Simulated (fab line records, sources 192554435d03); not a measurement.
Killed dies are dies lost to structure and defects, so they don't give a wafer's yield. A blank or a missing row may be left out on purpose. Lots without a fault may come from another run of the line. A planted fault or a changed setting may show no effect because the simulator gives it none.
fab line records | flow n5_finfet
record lots=6 wafers=18 last_day=19
route steps=1938 shown BEOL_M13@1693
lots that met no fault: from a run of the same line without faults
start_h: hours from the record's first day to the start of the lot's first wafer shown | wait_h: hours since the lot's step before | " the same as in the row above | L1.1+2: a row that stands for several wafers | - no value, or no start given | * or withheld: withheld | < > ~ a bound
route shown NAME@n: a module of which the file shows steps, and the number in the route of the first | usual: mean/standard deviation of fault-free wafers | same: alike in all rows | chamber/n: place in a boat | sites: the reading at each site | _std_site: their standard deviation | _edge_site: outer sites' mean less inner sites' | radius_mm: how far each site lies from the wafer's centre | mask NAME#n: copy n | behind: the tool/chamber that last shaped the wafer | hold: why the lot was held/for how many hours/how that ended | device: the transistor (n, p or np) that didn't switch | end of line: the same wafers' tests at the end of the route | a step without rows: its recipe alone | killed: dies lost to structure and defects at the first sort, not the wafer's yield | map: a wafer's dies, x killed, . not, _ none there
set.NAME: the setting as run; set.NAME@STEP: as run at that earlier step | model.NAME: the simulator's own value behind a step, which no gauge read
lots at some steps of the route; a table a step, a row a wafer
services: from which hour (start_h, from the record's first day; less than 0 if before it) a tool's chamber was out of use, for how many hours, and why
## steps
# step N5_BEOL_M13_ETCH_67
# recipe chemistry=CF4 target=SiARC target_depth_a=1430 time_s=238.3 ion_energy_ev=80 pressure_mtorr=40 source_w=545 bias_w=36 Ar_flow_sccm=100 cf4_flow_sccm=100 ends=cleared
# step N5_BEOL_M13_ETCH_68
# recipe chemistry=N2/H2 target=SOC mask_material=SiARC source_w=3000 bias_w=350 temp_c=40 time_s=355 ion_energy_ev=200 pressure_mtorr=30 n2_flow_sccm=200 h2_flow_sccm=200
# step N5_BEOL_M13_STRIP_69
# recipe chemistry=N2/H2 temp_c=40 n2_flow_sccm=200 h2_flow_sccm=200 rf_frequency_hz=6e+07
# step N5_BEOL_M13_TRENCH_ETCH_34
# recipe chemistry=C4F8/O2/Ar target=SiOC target_depth_a=4134.7 mask_material=SOC pressure_mtorr=30 source_w=3000 bias_w=700 Ar_flow_sccm=400 C4F8_flow_sccm=15 O2_flow_sccm=8 he_inner_torr=15 he_outer_torr=30 time_s=162.6 ion_energy_ev=250
# step N5_BEOL_M13_STRIP_70
# recipe chemistry=C4F8/O2/Ar resist=SiARC rf_frequency_hz=6e+07
# step N5_BEOL_M13_OCD_MEAS_35
# usual trench_depth_nm=412/6.8
# columns lot.wafer tool chamber start_h wait_h trench_depth_nm
L976.2 ocd-02 - 319.48 0.0 407
L976.4 " - " " 421
L976.5 " - " " 418
L980.3 ocd-02 - 344.56 0.0 403
L980.4 " - " " 419
L980.5 " - " " 403
L986.1 ocd-02 - 377.59 0.0 415
L986.2 " - " " 417
L986.6 " - " " 417
L987.2 ocd-02 - 388.83 0.0 416
L987.4 " - " " 415
L987.6 " - " " 419
L991.4 ocd-02 - 406.78 0.0 418
L991.5 " - " " 410
L991.6 " - " " 415
L992.1 ocd-02 - 419.23 0.0 422
L992.3 " - " " 411
L992.5 " - " " 423
# step N5_BEOL_M13_STRIP_37
# recipe chemistry=N2/H2 power_w=1000 temp_c=250 h2_frac=0.65 overash_fraction=0.3 pressure_mtorr=withheld n2_flow_sccm=1750 h2_flow_sccm=3250
# step N5_BEOL_M13_ETCH_38
# recipe chemistry=CF4/N2 target=SiCN target_depth_a=675 taper_deg=2 time_s=71.9 ion_energy_ev=150 mask_material=SiO2 pressure_mtorr=40 source_w=430 bias_w=70 Ar_flow_sccm=100 cf4_flow_sccm=60 n2_flow_sccm=60
# usual chamber_pressure_mTorr=40.00/0.037 drypump_motor_current_A=5.54/0.3 n2_flow_sccm=59.99/0.17 oes_product_au=0.81/0.095 rf_vpp_V=382.1/2 showerhead_plenum_p_Torr=2.20/0.068 throttle_valve_pct=15.36/0.25
# columns lot.wafer tool chamber start_h wait_h chamber_pressure_mTorr drypump_motor_current_A n2_flow_sccm oes_product_au rf_hours_counter_h rf_vpp_V showerhead_plenum_p_Torr throttle_valve_pct
L976.2 rie_diel-06 1 320.12 - 39.98 5.95 59.77 0.85 71 383.9 2.23 15.18
L976.4 " 1 " " 39.96 5.97 59.98 0.84 - 383.1 2.23 15.18
L976.5 " 2 " " 39.98 5.96 60.09 0.76 - 384.3 2.30 15.22
L980.3 rie_diel-01 2 344.75 - 40.01 5.68 59.91 0.93 7 381.9 2.17 15.22
L980.4 " 2 " " 39.98 5.68 59.95 0.95 - 380.4 2.17 15.21
L980.5 " 3 " " 40.01 5.66 60.12 0.72 - 379.6 2.12 15.31
L986.1 rie_diel-01 2 377.86 - 40.00 5.68 60.16 0.91 17 382.1 2.17 15.24
L986.2 " 0 " " 40.00 5.07 59.89 0.76 125 382.9 2.22 15.66
L986.6 " 0 " " 39.96 5.07 59.80 0.77 - 383.6 2.22 15.66
L987.2 rie_diel-01 3 390.21 - 40.02 5.67 59.81 0.71 197 379.3 2.12 15.32
L987.4 " 0 " " 40.02 5.07 60.34 0.76 129 383.2 2.22 15.68
L987.6 " 0 " " 40.00 5.05 60.22 0.77 - 381.4 2.22 15.68
L991.4 rie_diel-03 1 409.34 - 39.96 5.23 59.78 0.71 210 377.1 2.02 15.35
L991.5 " 1 " " 40.00 5.24 59.76 0.72 - 377.8 2.02 15.35
L991.6 " 0 " " 39.99 5.60 60.22 0.96 - 381.7 2.17 15.00
L992.1 rie_diel-03 0 420.87 - 40.03 5.56 59.83 0.96 13 381.1 2.17 15.01
L992.3 " 1 " " 39.97 5.22 59.89 0.72 212 378.5 2.02 15.37
L992.5 " 2 " " 39.99 5.30 60.04 0.69 - 380.6 2.18 16.07
# step N5_BEOL_M13_PRECLEAN_39
# recipe chemistry=residue_remover time_s=60 temp_c=40
# step N5_BEOL_M13_SRD_40
# recipe time_s=30 temp_c=23 rinse_liquid=diw dry=n2_spin spin_rpm=1500 dry_time_s=30
# step N5_BEOL_M13_DEGAS_41
# recipe ambient=vacuum temp_c=250 time_s=60
# usual heater_power_w=330/32
# columns lot.wafer tool chamber start_h wait_h heater_power_w
L976.2 pvd_sputter-03 - 320.78 0.5 298
L976.4 " - " " 303
L976.5 " - " " 352
L980.3 pvd_sputter-01 - 345.24 0.3 288
L980.4 " - " " 318
L980.5 " - " " 368
L986.1 pvd_sputter-03 - 378.47 0.4 296
L986.2 " - " " 325
L986.6 " - " " 358
L987.2 pvd_sputter-01 - 390.90 0.5 290
L987.4 " - " " 363
L987.6 " - " " 356
L991.4 pvd_sputter-03 - 409.79 0.3 299
L991.5 " - " " 305
L991.6 " - " " 291
L992.1 pvd_sputter-02 - 421.43 0.4 361
L992.3 " - " " 324
L992.5 " - " " 364
# step N5_BEOL_M13_PRE_CLEAN_42
# recipe gas=H2/He time_s=30 temp_c=250
# usual heater_power_w=329/32
# columns lot.wafer tool chamber start_h wait_h heater_power_w
L976.2 pvd_sputter-03 - 320.82 0.0 298
L976.4 " - " " 297
L976.5 " - " " 342
L980.3 pvd_sputter-01 - 345.28 0.0 288
L980.4 " - " " 323
L980.5 " - " " 361
L986.1 pvd_sputter-03 - 378.51 0.0 300
L986.2 " - " " 318
L986.6 " - " " 342
L987.2 pvd_sputter-01 - 390.94 0.0 290
L987.4 " - " " 366
L987.6 " - " " 363
L991.4 pvd_sputter-03 - 409.83 0.0 297
L991.5 " - " " 300
L991.6 " - " " 297
L992.1 pvd_sputter-02 - 421.47 0.0 365
L992.3 " - " " 318
L992.5 " - " " 371
# step N5_BEOL_M13_SPUTTER_43
# recipe material=TaN target_thk_a=150 temp_c=50 bias_v=168.6 power_w=15000 chamber_pressure_pa=0.12 time_s=24.19
# usual throttle_valve_pct=29.9/1.2
# columns lot.wafer tool chamber start_h wait_h throttle_valve_pct model.TaN_of_BEOL_M13_SPUTTER_43.thk_nm
L976.2 pvd_sputter-03 - 320.86 0.0 30.9 14.8
L976.4 " - " " 30.6 14.6
L976.5 " - " " 30.1 14.6
L980.3 pvd_sputter-01 - 345.32 0.0 30.2 15
L980.4 " - " " 31.0 15
L980.5 " - " " 29.2 15
L986.1 pvd_sputter-03 - 378.55 0.0 30.6 13
L986.2 " - " " 30.9 13
L986.6 " - " " 30.3 15
L987.2 pvd_sputter-01 - 390.98 0.0 30.3 15
L987.4 " - " " 29.3 15
L987.6 " - " " 29.2 15
L991.4 pvd_sputter-03 - 409.87 0.0 30.7 15.2
L991.5 " - " " 30.5 12.8
L991.6 " - " " 30.7 15
L992.1 pvd_sputter-02 - 421.51 0.0 29.0 15
L992.3 " - " " 31.4 15
L992.5 " - " " 29.0 14.8
# step N5_BEOL_M13_SPUTTER_44
# recipe material=Ta target_thk_a=100 temp_c=50 bias_v=80 power_w=15000 chamber_pressure_pa=0.07 time_s=16.13
# usual throttle_valve_pct=29.9/1.2
# columns lot.wafer tool chamber start_h wait_h throttle_valve_pct
L976.2 pvd_sputter-03 - 320.94 0.0 30.8
L976.4 " - " " 30.2
L976.5 " - " " 30.2
L980.3 pvd_sputter-01 - 345.40 0.0 30.1
L980.4 " - " " 30.8
L980.5 " - " " 29.0
L986.1 pvd_sputter-03 - 378.63 0.0 30.8
L986.2 " - " " 30.7
L986.6 " - " " 30.1
L987.2 pvd_sputter-01 - 391.06 0.0 30.3
L987.4 " - " " 29.0
L987.6 " - " " 29.0
L991.4 pvd_sputter-03 - 409.95 0.0 30.6
L991.5 " - " " 30.1
L991.6 " - " " 30.5
L992.1 pvd_sputter-02 - 421.59 0.0 28.7
L992.3 " - " " 31.7
L992.5 " - " " 29.0
# step N5_BEOL_M13_SPUTTER_45
# recipe material=Cu target_thk_a=800 temp_c=-20 bias_v=60 power_w=26000 chamber_pressure_pa=0.13 time_s=13.33
# step N5_BEOL_M13_ECD_47
# recipe material=Cu target_thk_a=9360
# step N5_BEOL_M13_ANNEAL_48
# recipe temp_c=225 time_s=90 ambient=N2
# usual anneal_temp_c=225.00/0.17 anneal_temp_c_max=226.4/0.32 wafer_temp_C_max=226.3/0.45
# columns lot.wafer tool chamber start_h wait_h anneal_temp_c anneal_temp_c_max wafer_temp_C_max
L976.2 rtp_anneal-02 0 323.46 2.3 224.84 226.6 227.6
L976.4 " 0 " " 224.85 227.5 226.6
L976.5 " 0 " " 224.83 226.5 226.4
L980.3 rtp_anneal-01 0 345.98 0.3 224.99 226.2 225.6
L980.4 " 0 " " 224.65 225.6 226.1
L980.5 " 0 " " 224.84 226.2 226.3
L986.1 rtp_anneal-02 0 379.22 0.3 224.95 226.3 226.2
L986.2 " 0 " " 225.00 226.3 226.5
L986.6 " 0 " " 224.92 226.6 226.7
L987.2 rtp_anneal-01 0 391.73 0.4 224.73 226.3 225.7
L987.4 " 0 " " 225.01 226.1 225.6
L987.6 " 0 " " 224.98 226.4 226.0
L991.4 rtp_anneal-01 0 411.61 1.4 224.84 226.1 226.3
L991.5 " 0 " " 224.92 226.5 225.9
L991.6 " 0 " " 225.07 226.2 226.0
L992.1 rtp_anneal-02 0 421.95 0.1 224.94 226.3 226.4
L992.3 " 0 " " 224.78 227.4 226.7
L992.5 " 0 " " 224.96 226.4 226.5
# step N5_BEOL_M13_CMP_49
# recipe stop_on=SiOC t_overpolish_s=17.1 down_force_psi=1 platen_rpm=50 clearing_platen_down_force_psi=1.5 clearing_platen_rpm=50 post_cmp_clean=cu_alkaline target_thk_nm=420 clearing_platen_pad_velocity_m_s=0.99484 pad_velocity_m_s=0.99484
# usual barrier_field_endpoint_s=30.3/0.69 motor_current_A=6.1/0.43 pad_life_wafers=1032/480
# columns lot.wafer tool chamber start_h wait_h barrier_field_endpoint_s motor_current_A pad_life_wafers
L976.2 cmp-03 3 323.93 0.4 29.7 5.5 1284
L976.4 " 0 " " 29.1 6.8 1285
L976.5 " 0 " " 30.2 6.5 -
L980.3 cmp-02 1 346.26 0.2 29.5 5.4 818
L980.4 " 2 " " 29.6 6.4 819
L980.5 " 3 " " 29.3 6.4 -
L986.2 cmp-03 3 379.78 0.4 28.0 5.8 1680
L986.1 " 2 " " 28.3 6.6 1683
L986.6 " 0 " " 31.4 6.7 -
L987.4 cmp-04 2 391.98 0.1 31.3 7.2 600
L987.2 " 0 " " 31.6 6.1 602
L987.6 " 3 " " 31.4 5.9 -
L991.4 cmp-03 3 411.81 0.2 30.3 6.1 1939
L991.6 " 2 " " 30.6 6.2 -
L991.5 " 3 " " 27.6 6.0 -
L992.1 cmp-02 1 422.25 0.3 30.6 5.6 1410
L992.3 " 3 " " 31.6 6.1 1412
L992.5 " 1 " " 30.7 5.4 -
# step N5_BEOL_M13_THK_MEAS_50
# recipe thk_meas_gauge=xrf reads=Cu_of_BEOL_M13_ECD_47
# usual M13_THK=415/7.6
# columns lot.wafer tool chamber start_h wait_h M13_THK[nm]
L976.2 film_metro-02 - 324.23 - 407
L976.4 " - " " 421
L976.5 " - " " 420
L980.3 film_metro-01 - 346.48 - 407
L980.4 " - " " 422
L980.5 " - " " 408
L986.1 film_metro-01 - 380.08 - 419
L986.2 " - " " 420
L986.6 " - " " 421
L987.2 film_metro-01 - 392.28 - 419
L987.4 " - " " 417
L987.6 " - " " 420
L991.4 film_metro-01 - 412.06 - 418
L991.5 " - " " 411
L991.6 " - " " 415
L992.1 film_metro-02 - 422.54 - 421
L992.3 " - " " 410
L992.5 " - " " 421
## services
# columns tool chamber start_h hours kind
cmp-03 - 297.74 5.6 repair
rie_diel-01 2 304.47 - clean
rie_diel-01 2 304.47 - consumable_replace:focus_ring
rie_diel-01 2 304.47 25.8 scheduled_down
rie_diel-01 2 304.47 25.8 vent_cycle
cmp-04 - 306.38 0.4 repair
cmp-04 - 314.71 4.0 pm
rtp_anneal-01 - 326.99 4.0 pm
rie_diel-01 1 330.27 - clean
rie_diel-01 1 330.27 - consumable_replace:focus_ring
rie_diel-01 1 330.27 16.7 scheduled_down
cmp-02 - 336.76 0.9 repair
rie_diel-03 - 339.99 0.7 repair
rie_diel-06 0 356.11 2.4 repair
rie_diel-01 0 358.70 5.0 repair
cmp-03 - 363.75 4.2 pm
rie_diel-03 0 364.52 16.1 repair
rie_diel-01 0 367.00 3.0 repair
rie_diel-06 2 374.77 20.6 repair
cmp-02 - 406.27 0.6 repair
cmp-04 - 408.43 2.8 repair
rie_diel-06 3 411.55 5.7 repair
cmp-02 - 412.07 1.2 repair
pvd_sputter-01 - 415.17 1.8 repair
## key
first_sign step=N5_BEOL_M13_CMP_49 reading=barrier_field_endpoint_s direction=down sigmas=3.4 usual=30.3 struck=27.9
effect none on later readings
model_effect step=N5_BEOL_M13_SPUTTER_43 value=TaN_of_BEOL_M13_SPUTTER_43.thk_nm without=15 struck=12.93
met_at N5_BEOL_M13_SPUTTER_43
struck_wafers L986.1,L986.2,L991.5
onset_between 320.86 378.55
fault kind=process_parameter_drift tool=pvd_sputter-03 chamber=- onset_h=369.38 steps=N5_BEOL_M13_SPUTTER_43 channel=time_s offset=* shape=step end_h=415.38 scope=struck_wafers_only acts_in=* stated=*
